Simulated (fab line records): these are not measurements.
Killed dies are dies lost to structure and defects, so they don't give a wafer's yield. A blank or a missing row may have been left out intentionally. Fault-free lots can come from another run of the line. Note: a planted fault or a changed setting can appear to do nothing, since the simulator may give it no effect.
Lot-split experiment ; flow n5_finfet ; 21 wafers read across 7 lots, on a route 1938 steps long

== THE SPLIT ==
At N5_FIN_SAQP_SPACER1_ALD_24 (deposits SiO2, target thk 20.3 nm, pulse time 1 s, purge time 2 s), the setting temp_c was moved away from the recipe's 300 C on 6 of the 21 wafers read, by -2.4% to +3.9%. This setting was run at the recipe's value on the other wafers.

== FROM THE SPLIT TO THE READING: what the file shows between them, 2 steps ==
- N5_FIN_SAQP_SPACER1_ETCHBACK_25: etches SiO2 in CHF3/O2, target depth 24.4 nm, time 12.2 s
- N5_FIN_SAQP_MANDREL1_REMOVE_56: chemistry HBr/Cl2/O2, target a-Si, stops on SiNx, bt time 10 s

== THE READING ==
cd_nm (nm) at N5_FIN_SAQP_CD_MEAS_27, where the cd target is 20 nm. On this fab line, fault-free wafers typically give 20.30 nm with a standard deviation of 0.23 nm.

wafer;tool, chamber at the split;temp_c as run, C;against the recipe;cd_nm, nm;against lot-mates on the recipe
L077.1;ald_sin-02, 0,3,1;300;recipe;20.59;-
L077.2;ald_sin-02, 0,3,1;300;recipe;20.21;-
L077.4;ald_sin-02, 0,3,1;300;recipe;20.14;-
L079.1;ald_sin-03, 0,1,2;300;recipe;20.30;-
L079.3;ald_sin-03, 0,1,2;300;recipe;20.23;-
L079.4;ald_sin-03, 0,1,2;300;recipe;20.11;-
L087.1;ald_sin-02, 2,1,0;300;recipe;20.51;-
L087.2;ald_sin-02, 2,1,0;300;recipe;20.13;-
L087.4;ald_sin-02, 2,1,0;300;recipe;20.12;-
L089.2;ald_sin-01, 1;300;recipe;20.32;-
L089.3;ald_sin-01, 0,1;307.1;+2.4%;19.77;-0.55
L089.6;ald_sin-01, 0,1;307.1;+2.4%;19.39;-0.93
L092.2;ald_sin-01, 0;300;recipe;20.82;-
L092.4;ald_sin-01, 1,0;311.6;+3.9%;19.67;-1.15
L092.5;ald_sin-01, 1,0;311.6;+3.9%;20.02;-0.80
L093.3;ald_sin-03, 3,1,0;300;recipe;20.36;-
L093.5;ald_sin-03, 3,1,0;300;recipe;20.31;-
L093.6;ald_sin-03, 3,1,0;300;recipe;20.34;-
L096.3;ald_sin-02, 2,3;292.9;-2.4%;20.86;+0.58
L096.4;ald_sin-02, 2;300;recipe;20.28;-
L096.6;ald_sin-02, 2,3;292.9;-2.4%;20.75;+0.47
Rows listing several chambers each stand for several wafers; the file does not say which wafer went through which chamber.

FIT RESULTS
A straight line over all 21 wafers: cd_nm changes by -0.18 nm for each +1% of temp_c; r = -0.79; the points scatter about the line by 0.23 nm.
The same after taking each lot's own level away (the mean of its wafers on the recipe; 21 wafers): -0.256 nm for each +1%; r = -0.94; scatter 0.15 nm.
According to that fit, moving temp_c by its largest amount changes the reading by 0.99 nm.
Across the lots, their own levels run from 20.213 to 20.820 nm, a range of 2.6 times the standard deviation given above.
So the lot-to-lot level blurs the effect unless lot-mates are compared.
Check: -0.949 nm against its lot-mates is what the line predicts for one of the wafers moved furthest among these (+3.9%) when that wafer is left out of the fit. Against them it came out at -1.15 nm.

== THESE WAFERS: OTHER SPLITS ==
These wafers also went through other splits before the reading. Each is held against what the fit with the lots' levels taken away leaves over:
other split on the same wafers;wafers away from the commonest value;r with cd_nm (lot level and that fit taken away)
N5_PMOS_HMC_CHANNEL_EPI_HM_DEP_34 time_s;4;-0.13
N5_PMOS_HMC_CHANNEL_EPI_PEB_07 peb_temp_c;8;+0.04

== THE FILE'S OWN FIT ==
cd_nm changes by -0.259 nm for each +1% of temp_c, r = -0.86.
